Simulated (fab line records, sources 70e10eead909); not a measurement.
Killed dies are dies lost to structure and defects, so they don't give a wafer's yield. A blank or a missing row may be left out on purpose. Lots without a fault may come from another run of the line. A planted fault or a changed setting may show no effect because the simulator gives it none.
Tool commonality check | flow nand_harc | 3 lots, 9 wafers sampled

WHY IT WAS OPENED
At NHARC_END_SORT_01 the reading killed_at_array is flagged on 3 of 3 lots. Wafers without a fault read 55, standard deviation 20.
Rule: a lot is flagged when every wafer of it that has a number lies more than 4 standard deviations from that mean, or none has a number. The other lots count as sound.

lot  | measured     | on        | killed_at_array, wafer by wafer | flag
L728 | day 31 03:42 | prober-01 | 674 674 671                     | FLAGGED
L731 | day 32 19:46 | prober-01 | 676 671 674                     | FLAGGED
L730 | day 32 23:27 | prober-02 | 662 662 663                     | FLAGGED
The numbers of the flagged lots are 670 on average: +615 against the usual, or +31 standard deviations.

WHICH TOOL RAN EACH LOT
The record holds 4 process steps before the reading, out of a route of 1302 steps. In each cell: the tool, then ch and the chambers that the sampled wafers went through, then the start.
lot  | flag    | NHARC_A_STAIRCASE_TRIM_26                     | NHARC_A_STAIRCASE_DESCUM_186       | NHARC_A_STAIRCASE_TRIM_198                  | NHARC_A_STAIRCASE_ETCH_203
L728 | FLAGGED | rie_diel-13 ch 0,1,2, day 22 15:26 or earlier | rie_diel-08 ch 0,1,2, day 22 15:26 | rie_diel-04 ch 1,3, day 22 18:16 or earlier | rie_diel-04 ch 0,1,3, day 22 18:16
L731 | FLAGGED | rie_diel-13 ch 1,2,3, day 24 03:19 or earlier | rie_diel-04 ch 0,3, day 24 03:19   | rie_diel-08 ch 1,2, day 24 05:19 or earlier | rie_diel-08 ch 1,3, day 24 05:19
L730 | FLAGGED | rie_diel-04 ch 0,3, day 24 01:04 or earlier   | rie_diel-04 ch 1,2,3, day 24 01:04 | rie_diel-04 ch 1,2, day 24 03:02 or earlier | rie_diel-04 ch 0,1, day 24 03:02
What these steps do:
- NHARC_A_STAIRCASE_TRIM_26: chemistry O2, time 211.2 s.
- NHARC_A_STAIRCASE_DESCUM_186: chemistry O2, time 3 s.
- NHARC_A_STAIRCASE_TRIM_198: chemistry O2, time 211.2 s.
- NHARC_A_STAIRCASE_ETCH_203: etches the open film in C4F8/O2, target depth 100 nm, time 40.5 s.
- NHARC_END_SORT_01

FLAGGED OVER TOTAL, TOOL BY TOOL (the gauges that took the reading come last)
step                         | tool        | lots run | flagged | share of the flagged lots | sound lots run after its first flagged lot
NHARC_A_STAIRCASE_TRIM_26    | rie_diel-04 | 1        | 1       | some                      | 0
NHARC_A_STAIRCASE_TRIM_26    | rie_diel-13 | 2        | 2       | some                      | 0
NHARC_A_STAIRCASE_DESCUM_186 | rie_diel-04 | 2        | 2       | some                      | 0
NHARC_A_STAIRCASE_DESCUM_186 | rie_diel-08 | 1        | 1       | some                      | 0
NHARC_A_STAIRCASE_TRIM_198   | rie_diel-04 | 2        | 2       | some                      | 0
NHARC_A_STAIRCASE_TRIM_198   | rie_diel-08 | 1        | 1       | some                      | 0
NHARC_A_STAIRCASE_ETCH_203   | rie_diel-04 | 2        | 2       | some                      | 0
NHARC_A_STAIRCASE_ETCH_203   | rie_diel-08 | 1        | 1       | some                      | 0
NHARC_END_SORT_01            | prober-01   | 2        | 2       | some                      | 0
NHARC_END_SORT_01            | prober-02   | 1        | 1       | some                      | 0
NHARC_A_STAIRCASE_TRIM_26 gives no start for some lots, so the hours and the order of its lots are those of NHARC_A_STAIRCASE_DESCUM_186. NHARC_A_STAIRCASE_TRIM_198 gives no start for some lots, so the hours and the order of its lots are those of NHARC_A_STAIRCASE_ETCH_203.

WHAT THE TABLE ALLOWS
No row of the table ran every flagged lot.

WHAT THE SIMULATOR HAD PUT IN
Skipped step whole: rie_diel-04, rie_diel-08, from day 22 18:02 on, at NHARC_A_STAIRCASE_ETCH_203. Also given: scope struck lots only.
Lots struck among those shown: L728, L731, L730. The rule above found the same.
